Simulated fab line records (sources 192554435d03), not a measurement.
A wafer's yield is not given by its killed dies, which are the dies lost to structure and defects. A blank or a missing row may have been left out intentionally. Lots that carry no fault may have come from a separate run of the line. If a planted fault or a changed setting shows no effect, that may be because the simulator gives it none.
fab line records ; flow n5Finfet
record lots=7; wafers=21
route steps=1938 shown FIN_SAQP@130 SD_EPI_N@268 SD_EPI_P@312 SD_ACTIVATION@330 MOL_CONTACT_COAG@559 BEOL_M0_SAQP@654 BEOL_M1@753
startH: start of the lot's first displayed wafer, in hours after the record's first day ; waitH: hours since the lot's step before ; " the same as in the row above ; L1.1+2: several wafers, shown together as one row ; - no value, or no start was given ; * or withheld: withheld ; < > ~ a bound
route shown NAME@n: names a module that has steps shown in the file, with the first one's number in the route ; usual: mean/standard deviation taken from wafers without a fault ; same: alike in all rows ; chamber/n: place in a boat ; sites: the reading at each site ; _std_site: standard deviation across them ; _edge_site: mean of outer sites minus mean of inner sites ; radiusMm: how far each site lies from the wafer's centre ; mask NAME#n: copy n ; behind: the last tool/chamber to shape the wafer ; hold: why the lot was held/for how many hours/how that ended ; device: which transistor (n, p or np) failed to switch ; end of line: the same wafers' tests at the end of the route ; step lacking rows: just its recipe ; killed: dies lost to structure and defects at the first sort, not the wafer's yield ; map: shows each die of a wafer: x if killed, . if not, _ if none is there
set.NAME: the run value of the setting; set.NAME@STEP: its run value at that earlier step ; model.NAME: the simulator's own value behind a step, which no gauge read
lots with deliberately changed settings; one table per step, one row per wafer
## steps
# step N5_FIN_SAQP_ETCH_65
# recipe chemistry=CF4; target=SiO2; targetDepthA=40; ionEnergyEv=350; timeS=4.4; pressureMtorr=10; icpW=800; biasW=400; cf4FlowSccm=80
lot.wafer;tool;chamber;startH;waitH;set.timeS;model.etch.depthNm
L074.1;rieSi-02;3;26.22;0.1;4.4;4.105
L074.2;rieSi-02;0;26.22;0.1;4.4;4.031
L074.5;rieSi-02;0;26.22;0.1;4.4;4.032
L079.3;rieSi-02;2;53.82;0.1;4.4;4.123
L079.4;rieSi-02;1;53.82;0.1;4.065;3.732
L079.5;rieSi-02;3;53.82;0.1;4.065;3.772
L080.3;rieSi-01;2;60.06;0.1;3.8;3.32
L080.5;rieSi-01;1;60.06;0.1;4.4;4.178
L080.6;rieSi-01;0;60.06;0.1;3.8;3.341
L081.1;rieSi-02;2;66.71;0.1;4.695;4.402
L081.2;rieSi-02;1;66.71;0.1;4.4;4.051
L081.3;rieSi-02;0;66.71;0.1;4.4;4.099
L089.1;rieSi-01;2;114.95;0.1;4.128;3.649
L089.2;rieSi-01;1;114.95;0.1;4.128;3.973
L089.6;rieSi-01;2;114.95;0.1;4.4;3.874
L092.2;rieSi-01;1;132.15;0.1;4.825;4.566
L092.4;rieSi-01;2;132.15;0.1;4.4;3.883
L092.5;rieSi-01;2;132.15;0.1;4.4;3.898
L094.1;rieSi-02;1;144.82;0.1;5.376;4.947
L094.3;rieSi-02;2;144.82;0.1;4.4;4.077
L094.6;rieSi-02;3;144.82;0.1;4.4;4.168
# step N5_SD_EPI_N_PEB_07
# recipe pebTempC=110; pebTimeS=60; resist=CAR-ArF-block
lot.wafer;tool;chamber;startH;waitH;set.pebTimeS
L074.1+2+5;lithoTrack-05;0;51.50;0.1;60
L079.3+4;lithoTrack-02;0;78.23;0.0;53.48
L079.5;lithoTrack-02;0;78.23;0.0;60
L080.3+5+6;lithoTrack-05;0;88.22;0.0;60
L081.1;lithoTrack-03;0;95.45;0.1;60
L081.2+3;lithoTrack-03;0;95.45;0.1;63.66
L089.1+6;lithoTrack-02;0;138.96;0.1;60
L089.2;lithoTrack-02;0;138.96;0.1;49.32
L092.2+4;lithoTrack-02;0;155.59;0.0;60
L092.5;lithoTrack-02;0;155.59;0.0;69.27
L094.1;lithoTrack-02;0;171.07;0.1;60
L094.3+6;lithoTrack-02;0;171.07;0.1;56.57
# step N5_SD_EPI_N_DEVELOP_08
# recipe developTimeS=30; developer=TMAH; resist=CAR-ArF-block; devTempC=23; rinseLiquid=diw; dry=airSpin
# step N5_SD_EPI_N_CD_MEAS_09
# recipe targetCdNm=120; landingEnergyEv=500; detector=seInlens
# usual cdNm=120.2/1
lot.wafer;tool;chamber;startH;waitH;set.pebTimeS@SD_EPI_N_PEB_07;cdNm
L074.1;cdSem-02;0;51.57;-;60;121.9
L074.2;cdSem-02;0;51.57;-;60;120.9
L074.5;cdSem-02;0;51.57;-;60;121.0
L079.3;cdSem-03;0;78.30;-;53.48;115.1
L079.4;cdSem-03;0;78.30;-;53.48;113.7
L079.5;cdSem-03;0;78.30;-;60;117.7
L080.3;cdSem-03;0;88.29;-;60;121.8
L080.5;cdSem-03;0;88.29;-;60;120.4
L080.6;cdSem-03;0;88.29;-;60;120.2
L081.1;cdSem-03;0;95.52;-;60;120.3
L081.2;cdSem-03;0;95.52;-;63.66;121.4
L081.3;cdSem-03;0;95.52;-;63.66;122.3
L089.1;cdSem-03;0;139.02;-;60;119.5
L089.2;cdSem-03;0;139.02;-;49.32;112.9
L089.6;cdSem-03;0;139.02;-;60;119.8
L092.2;cdSem-01;0;155.66;-;60;118.8
L092.4;cdSem-01;0;155.66;-;60;120.4
L092.5;cdSem-01;0;155.66;-;69.27;123.5
L094.1;cdSem-02;0;171.14;-;60;120.9
L094.3;cdSem-02;0;171.14;-;56.57;118.7
L094.6;cdSem-02;0;171.14;-;56.57;118.1
# step N5_SD_EPI_N_DESCUM_14
# recipe chemistry=O2; timeS=7.9; sourcePowerW=50; biasPowerW=20; pressureMtorr=20; rfFrequencyHz=2.712e+07; tempC=40; resist=CAR-ArF-block; o2FlowSccm=225
lot.wafer;tool;chamber;startH;waitH;set.pebTimeS@SD_EPI_N_PEB_07;model.SD_EPI_N.cdNm
L074.1;rieDiel-01;3;51.66;0.0;60;121.8
L074.2;rieDiel-01;0;51.66;0.0;60;121
L074.5;rieDiel-01;3;51.66;0.0;60;120.8
L079.3;rieDiel-05;3;78.38;0.0;53.48;115.2
L079.4;rieDiel-05;0;78.38;0.0;53.48;113.8
L079.5;rieDiel-05;0;78.38;0.0;60;118
L080.3;rieDiel-05;2;88.37;0.0;60;121.4
L080.5;rieDiel-05;0;88.37;0.0;60;120.2
L080.6;rieDiel-05;1;88.37;0.0;60;120.4
L081.1;rieDiel-01;3;95.61;0.0;60;120.4
L081.2;rieDiel-01;0;95.61;0.0;63.66;121.2
L081.3;rieDiel-01;2;95.61;0.0;63.66;122.4
L089.1;rieDiel-01;2;139.52;0.4;60;119.4
L089.2;rieDiel-01;3;139.52;0.4;49.32;112.6
L089.6;rieDiel-01;2;139.52;0.4;60;119.8
L092.2;rieDiel-05;3;156.01;0.3;60;119.2
L092.4;rieDiel-05;2;156.01;0.3;60;120.6
L092.5;rieDiel-05;2;156.01;0.3;69.27;123.6
L094.1;rieDiel-01;1;171.22;0.0;60;121.2
L094.3;rieDiel-01;3;171.22;0.0;56.57;118.6
L094.6;rieDiel-01;1;171.22;0.0;56.57;118.2
# step N5_SD_EPI_N_ETCH_34
# recipe chemistry=CF4; target=SiARC; targetDepthA=455; maskMaterial=CAR-ArF-block; timeS=75.8; ionEnergyEv=80; pressureMtorr=40; sourceW=545; biasW=36; Ar_flow_sccm=100; cf4FlowSccm=100; ends=cleared
lot.wafer;tool;chamber;startH;waitH;set.pebTimeS@SD_EPI_N_PEB_07;model.SD_EPI_N.cdNm
L074.1;rieDiel-01;3;51.69;0.0;60;121.8
L074.2;rieDiel-01;0;51.69;0.0;60;121.2
L074.5;rieDiel-01;3;51.69;0.0;60;120.8
L079.3;rieDiel-05;3;78.42;0.0;53.48;115.4
L079.4;rieDiel-05;0;78.42;0.0;53.48;113.6
L079.5;rieDiel-05;0;78.42;0.0;60;117.6
L080.3;rieDiel-05;2;88.41;0.0;60;121.8
L080.5;rieDiel-05;0;88.41;0.0;60;119.8
L080.6;rieDiel-05;1;88.41;0.0;60;120.8
L081.1;rieDiel-01;3;95.64;0.0;60;120.8
L081.2;rieDiel-01;0;95.64;0.0;63.66;121.2
L081.3;rieDiel-01;2;95.64;0.0;63.66;122.4
L089.1;rieDiel-01;2;139.55;0.0;60;119.4
L089.2;rieDiel-01;3;139.55;0.0;49.32;113
L089.6;rieDiel-01;2;139.55;0.0;60;120
L092.2;rieDiel-05;3;156.05;0.0;60;119.6
L092.4;rieDiel-05;2;156.05;0.0;60;121.2
L092.5;rieDiel-05;2;156.05;0.0;69.27;123.8
L094.1;rieDiel-01;1;171.26;0.0;60;121.2
L094.3;rieDiel-01;3;171.26;0.0;56.57;118.6
L094.6;rieDiel-01;1;171.26;0.0;56.57;118.2
# step N5_SD_EPI_N_ETCH_35
# recipe chemistry=N2/H2; target=SOC; overetchA=1080; maskMaterial=SiARC; tempC=40; ionEnergyEv=100; sourceW=3000; biasW=133; pressureMtorr=20; timeS=486; n2FlowSccm=200; h2FlowSccm=200
# usual rfVppV=241.2/1.4
lot.wafer;tool;chamber;startH;waitH;set.sourceW;rfVppV
L074.1;rieDiel-01;3;51.75;0.0;3000;241.0
L074.2;rieDiel-01;0;51.75;0.0;3000;243.4
L074.5;rieDiel-01;3;51.75;0.0;3000;240.1
L079.3;rieDiel-05;3;78.47;0.0;3000;238.6
L079.4;rieDiel-05;0;78.47;0.0;3000;242.5
L079.5;rieDiel-05;0;78.47;0.0;2656;250.4
L080.3;rieDiel-05;2;88.46;0.0;3000;242.0
L080.5;rieDiel-05;0;88.46;0.0;3000;243.2
L080.6;rieDiel-05;1;88.46;0.0;2641;250.9
L081.1;rieDiel-01;3;95.70;0.0;3000;240.4
L081.2;rieDiel-01;0;95.70;0.0;3000;243.4
L081.3;rieDiel-01;2;95.70;0.0;3000;241.8
L089.1;rieDiel-01;2;139.61;0.0;3160;235.3
L089.2;rieDiel-01;3;139.61;0.0;3160;235.4
L089.6;rieDiel-01;2;139.61;0.0;3000;242.5
L092.2;rieDiel-05;3;156.10;0.0;2718;251.4
L092.4;rieDiel-05;2;156.10;0.0;2718;249.6
L092.5;rieDiel-05;2;156.10;0.0;3000;241.3
L094.1;rieDiel-01;1;171.31;0.0;3000;238.8
L094.3;rieDiel-01;3;171.31;0.0;3000;239.5
L094.6;rieDiel-01;1;171.31;0.0;3000;240.2
# step N5_SD_EPI_P_ETCH_16
# recipe chemistry=CHF3/O2; target=SiO2; targetDepthA=50; maskMaterial=SOC; pressureMtorr=30; sourceW=650; biasW=170; Ar_flow_sccm=200; CHF3_flow_sccm=50; O2_flow_sccm=5; ionEnergyEv=200
lot.wafer;tool;chamber;startH;waitH;set.targetDepthA;model.etch.depthNm
L074.1;rieDiel-03;3;56.74;0.1;50;4.842
L074.2;rieDiel-03;2;56.74;0.1;50;5.049
L074.5;rieDiel-03;1;56.74;0.1;50;5.048
L079.3;rieDiel-03;3;83.43;0.1;50;4.856
L079.4;rieDiel-03;0;83.43;0.1;50;4.955
L079.5;rieDiel-03;1;83.43;0.1;50;5.107
L080.3;rieDiel-02;1;93.64;0.1;50;4.969
L080.5;rieDiel-02;0;93.64;0.1;50;5.011
L080.6;rieDiel-02;3;93.64;0.1;50;4.951
L081.1;rieDiel-06;3;101.98;0.1;50;4.981
L081.2;rieDiel-06;0;101.98;0.1;50;4.879
L081.3;rieDiel-06;2;101.98;0.1;50;4.901
L089.1;rieDiel-02;3;144.64;0.1;45.23;4.476
L089.2;rieDiel-02;0;144.64;0.1;50;5.104
L089.6;rieDiel-02;1;144.64;0.1;50;4.964
L092.2;rieDiel-03;0;161.94;0.1;47.63;4.75
L092.4;rieDiel-03;3;161.94;0.1;50;4.818
L092.5;rieDiel-03;0;161.94;0.1;47.63;4.693
L094.1;rieDiel-03;2;177.13;0.1;50;5.08
L094.3;rieDiel-03;1;177.13;0.1;50;5.103
L094.6;rieDiel-03;0;177.13;0.1;46.51;4.57
# step N5_SD_EPI_P_EPI_21
# recipe material=SiGe:B; dopant=B; tempC=550; pressureTorr=20; ambient=H2; timeS=355
lot.wafer;tool;chamber;startH;waitH;set.tempC;model.SiGe-B_of_SD_EPI_P_EPI_21.thkNm
L074.1;epiRpcvd-04;0;57.47;0.1;550;61.6
L074.2;epiRpcvd-04;0;57.47;0.1;550;61
L074.5;epiRpcvd-04;0;58.91;1.5;550;61.2
L079.3;epiRpcvd-02;0;84.88;0.8;550;60.8
L079.4;epiRpcvd-02;0;84.88;0.8;547.4;57.2
L079.5;epiRpcvd-02;0;84.88;0.8;550;61
L080.3;epiRpcvd-01;0;95.45;1.1;550;61
L080.5;epiRpcvd-01;0;95.45;1.1;550;60.6
L080.6;epiRpcvd-01;0;95.45;1.1;550;61.4
L081.1+3;epiRpcvd-02;0;102.71;0.1;550;62.4
L081.2;epiRpcvd-02;0;102.71;0.1;550;61.4
L089.1+6;epiRpcvd-01;0;145.50;0.2;547.1;57.2
L089.2;epiRpcvd-01;0;145.50;0.2;550;61.2
L092.2;epiRpcvd-02;0;163.03;0.5;550;60.8
L092.4;epiRpcvd-02;0;163.03;0.5;546.4;56.2
L092.5;epiRpcvd-02;0;163.03;0.5;546.4;56.4
L094.1;epiRpcvd-01;0;177.98;0.2;550;60.6
L094.3;epiRpcvd-01;0;177.98;0.2;550;61
L094.6;epiRpcvd-01;0;180.38;2.4;548.2;58.4
# step N5_SD_EPI_P_EPI_MEAS_23
# recipe mode=xrd
# usual thkNm=61.1/1.2
lot.wafer;tool;chamber;startH;waitH;set.tempC@SD_EPI_P_EPI_21;thkNm
L074.1;filmMetro-02;-;59.66;1.8;550;61.7
L074.2;filmMetro-02;-;59.66;1.8;550;61.9
L074.5;filmMetro-02;-;59.66;1.8;550;61.4
L079.3;filmMetro-01;-;86.36;1.1;550;61.5
L079.4;filmMetro-01;-;86.36;1.1;547.4;57.8
L079.5;filmMetro-01;-;86.36;1.1;550;60.0
L080.3;filmMetro-02;-;97.41;1.5;550;60.6
L080.5;filmMetro-02;-;97.41;1.5;550;61.0
L080.6;filmMetro-02;-;97.41;1.5;550;62.7
L081.1;filmMetro-01;-;104.91;1.8;550;63.1
L081.2;filmMetro-01;-;104.91;1.8;550;61.6
L081.3;filmMetro-01;-;104.91;1.8;550;62.2
L089.1;filmMetro-01;-;148.42;2.4;547.1;57.0
L089.2;filmMetro-01;-;148.42;2.4;550;63.1
L089.6;filmMetro-01;-;148.42;2.4;547.1;56.0
L092.2;filmMetro-02;-;164.87;1.5;550;62.0
L092.4;filmMetro-02;-;164.87;1.5;546.4;55.7
L092.5;filmMetro-02;-;164.87;1.5;546.4;57.3
L094.1;filmMetro-02;-;180.90;2.4;550;59.0
L094.3;filmMetro-02;-;180.90;2.4;550;59.8
L094.6;filmMetro-02;-;180.90;2.4;548.2;59.2
# step N5_SD_EPI_P_HM_STRIP_48
# recipe chemistry=H3PO4; tempC=160; material=SiNx; target=SiNx; targetDepthA=30; overetchFraction=0.3
# step N5_SD_EPI_P_SRD_49
# recipe dry=ipaMarangoni; timeS=30; tempC=23; rinseLiquid=diw
# step N5_SD_EPI_P_PRECLEAN_24
# recipe chemistry=O3/DIW; timeS=45; tempC=22; o3Ppm=10
lot.wafer;tool;chamber;startH;waitH;set.tempC@SD_EPI_P_EPI_21;model.SiGe-B_of_SD_EPI_P_EPI_21.thkNm
L074.1;wetBench-02;2;59.77;0.0;550;61.2
L074.2;wetBench-02;7;59.77;0.0;550;60.4
L074.5;wetBench-02;3;59.77;0.0;550;60.8
L079.3;wetBench-03;0;86.46;0.0;550;60.4
L079.4;wetBench-03;5;86.46;0.0;547.4;56.8
L079.5;wetBench-03;1;86.46;0.0;550;60.6
L080.3;wetBench-05;6;97.52;0.0;550;60.6
L080.5;wetBench-05;7;97.52;0.0;550;60.2
L080.6;wetBench-05;3;97.52;0.0;550;61
L081.1;wetBench-02;0;105.02;0.0;550;62
L081.2;wetBench-02;1;105.02;0.0;550;61
L081.3;wetBench-02;7;105.02;0.0;550;61.8
L089.1+6;wetBench-02;7,0;148.53;0.0;547.1;56.8
L089.2;wetBench-02;6;148.53;0.0;550;60.8
L092.2;wetBench-03;1;164.97;0.0;550;60.2
L092.4;wetBench-03;7;164.97;0.0;546.4;55.6
L092.5;wetBench-03;4;164.97;0.0;546.4;56
L094.1;wetBench-02;2;181.00;0.0;550;60
L094.3;wetBench-02;1;181.00;0.0;550;60.6
L094.6;wetBench-02;3;181.00;0.0;548.2;58
# step N5_SD_EPI_P_PRECLEAN_32
# recipe chemistry=dHF; timeS=10; dilution=500:1; tempC=25
# step N5_SD_EPI_P_PRECLEAN_33
# recipe chemistry=SC2; timeS=45; tempC=35; mix=1:1:50
# step N5_SD_ACTIVATION_RTA_00
# recipe tempC=975; timeS=0; ambient=N2; idleTempC=600; rampUpCPerS=150; rampDownCPerS=60; coolToC=600
# step N5_SD_ACTIVATION_LSA_01
# recipe tempC=1080; timeS=0.0008; ambient=N2
# step N5_SD_ACTIVATION_RS_MEAS_03
# recipe thkMeasGauge=four-point-probe
# usual RS_SD_N=21.82/0.27; RS_SD_P=56.0/0.78
lot.wafer;tool;chamber;startH;waitH;set.tempC@SD_EPI_P_EPI_21;RS_SD_N[ohm/sq];RS_SD_P[ohm/sq]
L074.1;filmMetro-01;-;60.38;0.2;550;21.41;55.7
L074.2;filmMetro-01;-;60.38;0.2;550;21.56;56.3
L074.5;filmMetro-01;-;60.38;0.2;550;21.20;55.7
L079.3;filmMetro-01;-;87.22;0.2;550;21.73;56.7
L079.4;filmMetro-01;-;87.22;0.2;547.4;21.48;59.8
L079.5;filmMetro-01;-;87.22;0.2;550;21.39;56.4
L080.3;filmMetro-01;-;98.24;0.2;550;21.81;56.0
L080.5;filmMetro-01;-;98.24;0.2;550;22.20;56.2
L080.6;filmMetro-01;-;98.24;0.2;550;22.17;55.2
L081.1;filmMetro-01;-;105.70;0.2;550;21.43;55.3
L081.2;filmMetro-01;-;105.70;0.2;550;21.73;56.3
L081.3;filmMetro-01;-;105.70;0.2;550;21.80;55.4
L089.1;filmMetro-02;-;149.04;0.2;547.1;21.93;60.1
L089.2;filmMetro-02;-;149.04;0.2;550;22.05;55.3
L089.6;filmMetro-02;-;149.04;0.2;547.1;22.03;60.3
L092.2;filmMetro-01;-;165.49;0.2;550;22.08;56.3
L092.4;filmMetro-01;-;165.49;0.2;546.4;22.18;60.5
L092.5;filmMetro-01;-;165.49;0.2;546.4;21.95;60.2
L094.1;filmMetro-02;-;181.50;0.2;550;22.13;57.0
L094.3;filmMetro-02;-;181.50;0.2;550;21.43;56.5
L094.6;filmMetro-02;-;181.50;0.2;548.2;21.70;59.5
# step N5_MOL_CONTACT_COAG_ALD_27
# recipe material=SiOC; targetThkA=170; tempC=400; aldPrecursorFamily=carbosiloxane; aldCoReactant=H2-plasma; pulseTimeS=1.5; timeS=2720; purgeTimeS=2; coReactantPurgeTimeS=2; aldCycles=340; pressureTorr=2
lot.wafer;tool;chamber;startH;waitH;set.aldCycles;model.SiOC_of_MOL_CONTACT_COAG_ALD_27.thkNm
L074.1+2;aldSin-01;3,1;108.67;0.0;340;17
L074.5;aldSin-01;1;108.67;0.0;340;16.8
L079.3+4;aldSin-04;0,1;129.87;0.0;340;17
L079.5;aldSin-04;0;129.87;0.0;318;15.8
L080.3+5;aldSin-01;2,0;136.24;0.3;340;17
L080.6;aldSin-01;1;136.24;0.3;340;16.8
L081.1;aldSin-03;3;143.49;0.1;340;17
L081.2;aldSin-03;0;143.49;0.1;340;16.8
L081.3;aldSin-03;1;143.49;0.1;367;18.2
L089.1;aldSin-01;3;189.82;0.0;385;19.2
L089.2;aldSin-01;2;189.82;0.0;385;19
L089.6;aldSin-01;1;189.82;0.0;340;16.8
L092.2;aldSin-01;1;202.67;0.0;340;17
L092.4;aldSin-01;2;202.67;0.0;320;16
L092.5;aldSin-01;1;202.67;0.0;320;15.8
L094.1+6;aldSin-01;3;221.28;0.0;340;17
L094.3;aldSin-01;0;221.28;0.0;303;15
# step N5_MOL_CONTACT_COAG_ETCH_124
# recipe chemistry=CH3F/O2; target=SiNx; targetDepthA=65; maskMaterial=SOC; stopOn=SiOC; overEtchFrac=0.3; ionEnergyEv=120; pressureMtorr=30; sourceW=395; biasW=73; Ar_flow_sccm=150; CH3F_flow_sccm=30; O2_flow_sccm=20; ends=endPoint
lot.wafer;tool;chamber;startH;waitH;set.sourceW
L074.1+2+5;rieDiel-05;0,2,0;114.82;0.0;395
L079.3+5;rieDiel-01;2;134.88;0.0;395
L079.4;rieDiel-01;0;134.88;0.0;368.9
L080.3+5+6;rieDiel-01;0,2,1;141.85;0.0;395
L081.1;rieDiel-04;1;149.03;0.0;434.4
L081.2+3;rieDiel-04;3,2;149.03;0.0;395
L089.1+2+6;rieDiel-05;3,1,2;194.96;0.0;395
L092.2;rieDiel-01;0;210.45;0.0;415.9
L092.4+5;rieDiel-01;1;210.45;0.0;395
L094.1+3;rieDiel-04;3,2;226.59;0.0;395
L094.6;rieDiel-04;2;226.59;0.0;335.5
# step N5_BEOL_M0_SAQP_ETCH_84
# recipe chemistry=N2/H2; target=SOC; targetDepthA=1000; overetchA=200; maskMaterial=SiARC; tempC=40; timeS=150; ionEnergyEv=200; pressureMtorr=30; sourceW=840; biasW=150; n2FlowSccm=200; h2FlowSccm=200
lot.wafer;tool;chamber;startH;waitH;set.timeS;set.sourceW@MOL_CONTACT_COAG_ETCH_124;model.etch.depthNm;model.SiARC_of_BEOL_M0_SAQP_COAT_82.thkNm
L074.1;rieDiel-06;0;121.52;0.0;150;395;99.38;24.2
L074.2;rieDiel-06;3;121.52;0.0;150;395;99.07;24
L074.5;rieDiel-06;3;121.52;0.0;150;395;99.47;24
L079.3;rieDiel-06;0;140.74;0.0;122.5;395;94.34;25.4
L079.4;rieDiel-06;1;140.74;0.0;150;368.9;99.23;24.4
L079.5;rieDiel-06;0;140.74;0.0;122.5;395;94.55;25.4
L080.3;rieDiel-02;1;148.56;0.0;150;395;99.6;24.4
L080.5;rieDiel-02;2;148.56;0.0;150;395;99.8;24.4
L080.6;rieDiel-02;3;148.56;0.0;150;395;99.64;24.4
L081.1;rieDiel-06;1;155.11;0.0;150;434.4;100.2;24.2
L081.2;rieDiel-06;2;155.11;0.0;150;395;100;24.4
L081.3;rieDiel-06;3;155.11;0.0;150;395;100.1;24.4
L089.1;rieDiel-06;0;203.18;0.0;150;395;99.34;24.2
L089.2;rieDiel-06;1;203.18;0.0;125;395;99.47;25.2
L089.6;rieDiel-06;0;203.18;0.0;150;395;99.52;24
L092.2;rieDiel-02;2;217.75;0.0;150;415.9;99.62;24.4
L092.4;rieDiel-02;3;217.75;0.0;139.6;395;99.95;24.6
L092.5;rieDiel-02;2;217.75;0.0;150;395;99.74;24.4
L094.1;rieDiel-02;3;232.58;0.0;150;395;99.77;24.4
L094.3;rieDiel-02;2;232.58;0.0;134.8;395;99.91;25
L094.6;rieDiel-02;0;232.58;0.0;134.8;335.5;99.88;24.8
# step N5_BEOL_M1_PECVD_72
# recipe material=SiO2; targetThkA=160; tempC=400; precursor=TEOS/O2; pressureTorr=5.5; rfW=450; teosFlowSccm=53.8; gas=O2; flowSccm=3000; timeS=18
lot.wafer;tool;chamber;startH;waitH;set.tempC;model.SiO2_of_BEOL_M1_PECVD_72.thkNm
L074.1+2;pecvd-03;0,1;133.57;0.0;400;15.6
L074.5;pecvd-03;0;133.57;0.0;400;16
L079.3;pecvd-04;1;159.96;0.0;409.8;14.6
L079.4;pecvd-04;0;159.96;0.0;409.8;14.8
L079.5;pecvd-04;1;159.96;0.0;400;16
L080.3;pecvd-02;1;162.71;0.0;400;15.6
L080.5;pecvd-02;0;162.71;0.0;400;15.8
L080.6;pecvd-02;2;162.71;0.0;394.8;16.6
L081.1+2;pecvd-03;2,0;168.75;0.0;391.9;17
L081.3;pecvd-03;1;168.75;0.0;400;16
L089.1;pecvd-02;0;218.99;0.0;400;15.4
L089.2;pecvd-02;1;218.99;0.0;400;15.8
L089.6;pecvd-02;0;218.99;0.0;414.4;14.2
L092.2;pecvd-03;2;232.15;0.0;400;16
L092.4;pecvd-03;2;232.15;0.0;400;16.4
L092.5;pecvd-03;0;232.15;0.0;392.6;16.4
L094.1;pecvd-04;1;242.76;0.0;411.6;14.2
L094.3;pecvd-04;2;242.76;0.0;411.6;14.4
L094.6;pecvd-04;2;242.76;0.0;411.6;14.6
## key
split step=N5_FIN_SAQP_ETCH_65; setting=timeS; stated=4.4; by=wafer
response step=N5_FIN_SAQP_ETCH_65; reading=model.etch.depthNm; change=+0.0458; per=1%; r=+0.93
split step=N5_SD_EPI_N_PEB_07; setting=pebTimeS; stated=60; by=wafer
response step=N5_SD_EPI_N_CD_MEAS_09; reading=cdNm; change=+0.323; per=1%; r=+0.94
response step=N5_SD_EPI_N_DESCUM_14; reading=model.SD_EPI_N.cdNm; change=+0.329; per=1%; r=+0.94
response step=N5_SD_EPI_N_ETCH_34; reading=model.SD_EPI_N.cdNm; change=+0.306; per=1%; r=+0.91
split step=N5_SD_EPI_N_ETCH_35; setting=sourceW; stated=3000; by=wafer
response step=N5_SD_EPI_N_ETCH_35; reading=rfVppV; change=-0.858; per=1%; r=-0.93
split step=N5_SD_EPI_P_ETCH_16; setting=targetDepthA; stated=50; by=wafer
response step=N5_SD_EPI_P_ETCH_16; reading=model.etch.depthNm; change=+0.0581; per=1%; r=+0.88
split step=N5_SD_EPI_P_EPI_21; setting=tempC; stated=550; by=wafer
response step=N5_SD_EPI_P_EPI_21; reading=model.SiGe-B_of_SD_EPI_P_EPI_21.thkNm; change=+7.32; per=1%; r=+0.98
response step=N5_SD_EPI_P_EPI_MEAS_23; reading=thkNm; change=*; per=1%; r=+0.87
response step=N5_SD_EPI_P_PRECLEAN_24; reading=model.SiGe-B_of_SD_EPI_P_EPI_21.thkNm; change=+7.22; per=1%; r=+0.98
response step=N5_SD_ACTIVATION_RS_MEAS_03; reading=RS_SD_P; change=-7.44; per=1%; r=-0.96
split step=N5_MOL_CONTACT_COAG_ALD_27; setting=aldCycles; stated=340; by=wafer
response step=N5_MOL_CONTACT_COAG_ALD_27; reading=model.SiOC_of_MOL_CONTACT_COAG_ALD_27.thkNm; change=+0.177; per=1%; r=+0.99
split step=N5_MOL_CONTACT_COAG_ETCH_124; setting=sourceW; stated=395; by=wafer
response step=N5_BEOL_M0_SAQP_ETCH_84; reading=model.etch.depthNm; shape=bent; atLowest=99.88; atStated=99.04; atHighest=100.2
split step=N5_BEOL_M0_SAQP_ETCH_84; setting=timeS; stated=150; by=wafer
response step=N5_BEOL_M0_SAQP_ETCH_84; reading=model.SiARC_of_BEOL_M0_SAQP_COAT_82.thkNm; change=-0.0564; per=1%; r=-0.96
split step=N5_BEOL_M1_PECVD_72; setting=tempC; stated=400; by=wafer
response step=N5_BEOL_M1_PECVD_72; reading=model.SiO2_of_BEOL_M1_PECVD_72.thkNm; change=-0.418; per=1%; r=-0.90
